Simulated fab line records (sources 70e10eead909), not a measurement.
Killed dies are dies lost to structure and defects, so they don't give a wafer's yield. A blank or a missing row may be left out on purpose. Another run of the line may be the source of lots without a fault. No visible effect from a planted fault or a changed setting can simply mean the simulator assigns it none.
Chamber matching    flow nand-harc    rie-diel-06 running NHARC_A_STAIRCASE_ETCH_253: 4 sister chambers
The step etches the open film in C4F8/O2, target depth 50 nm, time 20.2 s. 8 wafers are shown with their chamber, then 9 later ones without.

## EACH WAFER AND ITS CHAMBER
wafer   chamber  rf-vpp-V (V)  rf-fwd-power-W (W)
L075.5  3        900           587
L081.2  3        901           590
L086.3  0        887           586
L088.1  2        888           585
L088.6  0        888           584
L091.3  1        890           590
L091.4  2        887           583
L091.5  1        888           592

## WAFERS MISSING THEIR CHAMBER
wafer   rf-vpp-V (V)  rf-fwd-power-W (W)
L090.1  887           583
L090.4  888           586
L090.5  888           583
L092.3  900           587
L092.5  887           586
L092.6  888           588
L097.1  888           583
L097.2  887           583
L097.6  900           589

## WHICH CHAMBER EACH ONE RAN IN
wafer   from the rows above           in truth
L090.1  can't be placed: 2 or 0       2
L090.4  can't be placed: 0 or 2       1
L090.5  can't be placed: 2 or 0       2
L092.3  3                             3
L092.5  can't be placed: 0 or 2       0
L092.6  can't be placed: 0 or 1 or 2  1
L097.1  can't be placed: 2 or 0       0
L097.2  can't be placed: 2 or 0       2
L097.6  3                             3
Correct placement for 2 of the 9. Can't be placed from these rows: 7 (the true chamber is among the candidates in 6). Placed wrongly: 0.
How it was worked out, from the rows above alone: a wafer's distance from a chamber is the root of the sum, over the readings, of the square of ((its reading less the chamber's mean) divided by the reading's scatter). The wafer belongs to the nearest chamber; if the next one is less than 2 further off, it can't be placed. A chamber's mean is the mean of its shown wafers. The scatter: take each reading less its chamber's mean, square it, sum over the shown wafers, divide by the number of wafers less the number of chambers, and take the root.
